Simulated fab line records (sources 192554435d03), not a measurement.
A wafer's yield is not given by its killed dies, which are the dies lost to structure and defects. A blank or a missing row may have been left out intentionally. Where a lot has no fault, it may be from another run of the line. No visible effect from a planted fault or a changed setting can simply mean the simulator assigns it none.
Matching of chambers / flow n5 finfet / uv cure-03 running N5_BEOL_M10_CURE_72: 3 sister chambers
The step cures SiCOH lowk, time 120 s. 24 wafers are shown with their chamber, then 12 later ones without.

== WAFERS WITH THEIR CHAMBER ==
wafer=L074.2; chamber=2; wafer_temp_C_max=372.4; lamp power pct (%)=52.33
wafer=L074.4; chamber=2; wafer_temp_C_max=372.1; lamp power pct (%)=52.39
wafer=L074.5; chamber=2; wafer_temp_C_max=371.7; lamp power pct (%)=52.20
wafer=L077.1; chamber=2; wafer_temp_C_max=372.2; lamp power pct (%)=52.24
wafer=L077.4; chamber=2; wafer_temp_C_max=372.4; lamp power pct (%)=52.23
wafer=L077.5; chamber=2; wafer_temp_C_max=371.8; lamp power pct (%)=52.26
wafer=L077.2; chamber=2; wafer_temp_C_max=371.0; lamp power pct (%)=52.24
wafer=L077.3; chamber=2; wafer_temp_C_max=372.0; lamp power pct (%)=52.34
wafer=L077.6; chamber=2; wafer_temp_C_max=371.4; lamp power pct (%)=52.28
wafer=L079.1; chamber=1; wafer_temp_C_max=372.3; lamp power pct (%)=52.42
wafer=L079.4; chamber=1; wafer_temp_C_max=371.5; lamp power pct (%)=52.24
wafer=L079.6; chamber=1; wafer_temp_C_max=372.5; lamp power pct (%)=52.36
wafer=L079.2; chamber=1; wafer_temp_C_max=372.7; lamp power pct (%)=52.25
wafer=L079.3; chamber=1; wafer_temp_C_max=372.5; lamp power pct (%)=52.34
wafer=L079.5; chamber=1; wafer_temp_C_max=372.0; lamp power pct (%)=52.30
wafer=L081.2; chamber=0; wafer_temp_C_max=371.1; lamp power pct (%)=52.32
wafer=L081.3; chamber=0; wafer_temp_C_max=371.4; lamp power pct (%)=52.27
wafer=L081.4; chamber=0; wafer_temp_C_max=371.4; lamp power pct (%)=52.38
wafer=L080.2; chamber=2; wafer_temp_C_max=371.5; lamp power pct (%)=52.25
wafer=L080.3; chamber=2; wafer_temp_C_max=372.0; lamp power pct (%)=52.31
wafer=L080.6; chamber=2; wafer_temp_C_max=372.1; lamp power pct (%)=52.26
wafer=L082.1; chamber=2; wafer_temp_C_max=371.3; lamp power pct (%)=52.29
wafer=L082.2; chamber=2; wafer_temp_C_max=372.3; lamp power pct (%)=52.28
wafer=L082.4; chamber=2; wafer_temp_C_max=371.9; lamp power pct (%)=52.34

SIGNATURES, as means of the wafers listed above
reading=wafer_temp_C_max; chamber 0=371.300; chamber 1=372.250; chamber 2=371.873; scatter within a chamber=0.407
reading=lamp power pct; chamber 0=52.3233; chamber 1=52.3183; chamber 2=52.2827; scatter within a chamber=0.0562
Rule: for each reading, subtract the chamber's mean from the wafer's reading, divide by that reading's scatter and square the result; add these up over the readings and take the root, which gives the wafer's distance from the chamber. The wafer belongs to the nearest chamber; if the next one is less than 2 further off, it can't be placed. How the scatter is found: for the shown wafers, subtract from each reading the mean of its chamber, square and add these, divide the total by (wafers less chambers), then take the root.

== WAFERS WHOSE CHAMBER IS MISSING ==
wafer=L087.2; wafer_temp_C_max=372.5; lamp power pct (%)=52.32
wafer=L087.5; wafer_temp_C_max=372.6; lamp power pct (%)=52.34
wafer=L087.6; wafer_temp_C_max=371.8; lamp power pct (%)=52.31
wafer=L091.1; wafer_temp_C_max=372.4; lamp power pct (%)=52.28
wafer=L091.3; wafer_temp_C_max=371.7; lamp power pct (%)=52.28
wafer=L091.5; wafer_temp_C_max=372.4; lamp power pct (%)=52.33
wafer=L092.1; wafer_temp_C_max=370.8; lamp power pct (%)=52.35
wafer=L092.2; wafer_temp_C_max=370.7; lamp power pct (%)=52.29
wafer=L092.6; wafer_temp_C_max=370.7; lamp power pct (%)=52.34
wafer=L097.2; wafer_temp_C_max=371.6; lamp power pct (%)=52.37
wafer=L097.3; wafer_temp_C_max=372.1; lamp power pct (%)=52.29
wafer=L097.6; wafer_temp_C_max=371.8; lamp power pct (%)=52.31

== CHAMBER TAKEN BY EACH ==
wafer=L087.2; from the rows above=can't be placed: 1 or 2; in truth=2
wafer=L087.5; from the rows above=can't be placed: 1 or 2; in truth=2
wafer=L087.6; from the rows above=can't be placed: 2 or 1 or 0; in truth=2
wafer=L091.1; from the rows above=can't be placed: 1 or 2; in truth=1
wafer=L091.3; from the rows above=can't be placed: 2 or 0 or 1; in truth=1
wafer=L091.5; from the rows above=can't be placed: 1 or 2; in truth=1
wafer=L092.1; from the rows above=can't be placed: 0 or 2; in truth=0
wafer=L092.2; from the rows above=can't be placed: 0 or 2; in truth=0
wafer=L092.6; from the rows above=can't be placed: 0 or 2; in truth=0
wafer=L097.2; from the rows above=can't be placed: 0 or 2 or 1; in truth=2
wafer=L097.3; from the rows above=can't be placed: 2 or 1 or 0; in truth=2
wafer=L097.6; from the rows above=can't be placed: 2 or 1 or 0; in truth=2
Correctly placed: 0 of 12. From these rows, 12 cannot be placed; in 12 the true chamber is one of the candidates. Placed wrongly: 0.
